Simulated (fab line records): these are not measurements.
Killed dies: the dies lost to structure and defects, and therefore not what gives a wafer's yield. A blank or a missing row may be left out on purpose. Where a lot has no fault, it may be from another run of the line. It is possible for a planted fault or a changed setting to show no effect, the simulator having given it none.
Comparing a struck lot with a sound one :: flow n5Finfet :: 36 steps out of a route of 1938
Sound: the wafers L854.3, L854.4, L854.6. Wafers struck: L860.1, L860.2, L860.5. Last of all comes the cause.
At each step with rows: each side's tool, then ch and its chambers, then its first start. Under that, the readings that differ: sound wafers :: struck wafers :: difference of the means :: sigmas: that difference in standard deviations of wafers without a fault.
alike: a reading whose means differ by less than 2 such deviations, as well as words and numbers matching on both sides. not compared: withheld readings; readings where some wafer has no value; bounds like >300 that might hide an equal value; numbers whose values overlap and for which the record gives no deviation.
The two part at a step that has a row with sigmas, a row that says differs or no value, or rows on one side only. Numbers that have no deviation but don't overlap get no sigmas and don't part them. A reading missing from all wafers of one side parts the sides only when that side holds two or more wafers.

first, 8 steps without rows for these wafers: N5_BEOL_M3_ECD_50 (material Cu, target thk 300 nm); N5_BEOL_M3_ANNEAL_51 (time 90 s); N5_BEOL_M3_CMP_52 (polishes, stops on SiOC, t overpolish 6.8 s, target thk 40 nm); N5_BEOL_M3_PRE_CLEAN_60 (time 15 s); N5_BEOL_M3_CO_CAP_55 (material Co, precursor CCTBA/H2, target thk 2 nm, time 102.1 s); N5_BEOL_M3_PRE_CLEAN_56 (time 15 s); N5_BEOL_M3_DEP_57 (deposits SiCN from 3MS/NH3, target thk 8 nm, time 14 s); N5_BEOL_M4_ILD_DEP_00 (deposits SiOC from DEMS/O2, target thk 79 nm, time 15.3 s).
N5_BEOL_M4_PECVD_72: deposits SiO2 from TEOS/O2, target thk 16 nm, time 18 s.
  sound on pecvd-04 ch 1,2, day 12 09:19; struck on pecvd-01 ch 1,2, day 13 03:22
  no value came back on the struck wafers for any of 5 readings (chamberPressureTorr (Torr), heaterPowerOuterW (W) and others); on the sound wafers chamberPressureTorr (Torr) reads 5.487 5.506 5.504
  not compared: sinceWetCleanH
then, 25 steps without rows for these wafers: N5_BEOL_M4_HM_DEP_02 (deposits TiN, target thk 20 nm); N5_BEOL_M4_COAT_61 (time 60 s, resist thk 60 nm); N5_BEOL_M4_COAT_62 (time 60 s, resist thk 12 nm); N5_BEOL_M4_COAT_73 (time 60 s, resist thk 5 nm); N5_BEOL_M4_COAT_05 (resist thk 30 nm); N5_BEOL_M4_EBR_07; N5_BEOL_M4_SOFTBAKE_06 (time 60 s); N5_BEOL_M4_EXPOSE_08 (exposes mask M4); N5_BEOL_M4_PEB_09 (peb time 60 s); N5_BEOL_M4_DEVELOP_10 (develop time 30 s); N5_BEOL_M4_DESCUM_16 (chemistry O2, time 7 s); N5_BEOL_M4_ETCH_74 (etches underlayer in N2/H2, target depth 6.5 nm, time 5.2 s); N5_BEOL_M4_ETCH_63 (etches SiARC in CF4, target depth 15.6 nm, time 26 s); N5_BEOL_M4_ETCH_64 (etches SOC in N2/H2, target depth 75 nm, overetch 22.5 nm, time 121.9 s); N5_BEOL_M4_STRIP_65 (strips in N2/H2); N5_BEOL_M4_STRIP_75 (strips in N2/H2); N5_BEOL_M4_STRIP_66 (strips in CF4); N5_BEOL_M4_HM_OPEN_17 (chemistry Cl2/BCl3, target TiN, target depth 20 nm, overetch 6 nm); N5_BEOL_M4_STRIP_19 (strips in O2); N5_BEOL_M4_COAT_67 (time 60 s, resist thk 60 nm); N5_BEOL_M4_COAT_68 (time 60 s, resist thk 12 nm); N5_BEOL_M4_COAT_76 (time 60 s, resist thk 5 nm); N5_BEOL_M4_COAT_22 (resist thk 30 nm); N5_BEOL_M4_EBR_24; N5_BEOL_M4_SOFTBAKE_23 (time 60 s).
N5_BEOL_M4_RC_MEAS_101:
  sound on prober-02 ch 0, day 12 21:37; struck on prober-02 ch 0, day 13 15:20
reading: ION_P (uA/um)
sound: 476 474 467
struck: 456 455 455
difference: -17
sigmas: -2
  alike: DIBL_N, DIBL_P, IOFF_N, IOFF_P, ION_N, SS_N, SS_P, VT_N, VT_P
-- record jumps: 5 days separate the struck wafers' starts on either side; left off in module BEOL_M4, taken up again in module PASSIVATION, whose first shown step is the route's number 1936 --
N5_PASSIVATION_PROBE_49:
  sound: prober-02 at day 18 02:34; struck: prober-01 at day 19 03:02
reading: defectLimitedYield (%)
sound: 90.6 92.4 89.8
struck: 64.4 63.9 65.8
difference: -26.2
sigmas: -19

reading: killed_at_M4_up
sound: 11 8 11
struck: 315 326 331
difference: +314
sigmas: +62

reading: killedDies
sound: 111 90 120
struck: 420 426 403
difference: +309
sigmas: +18

reading: killedOnRim
sound: 16 13 21
struck: 109 35 120
difference: +71
sigmas: +19

reading: sort_bin_5_function (%)
sound: 5.9 4.6 6.3
struck: 32.5 32.7 31.4
difference: +26.6
sigmas: +27

reading: sortNPass
sound: 1069 1090 1060
struck: 760 754 777
difference: -309
sigmas: -18

reading: sortYieldPct (%)
sound: 90.6 92.4 89.8
struck: 64.4 63.9 65.8
difference: -26.2
sigmas: -19
  alike: killed_at_M0_to_M3, killedAtContacts, killedAtFrontEnd, killedAtOther, killedOpen, killedShort, sort_bin_6_memory

== WHERE THEY PART ==
Last at N5_PASSIVATION_PROBE_49 as far as this record goes, first at N5_BEOL_M4_PECVD_72.

WHY: what the simulator had put in
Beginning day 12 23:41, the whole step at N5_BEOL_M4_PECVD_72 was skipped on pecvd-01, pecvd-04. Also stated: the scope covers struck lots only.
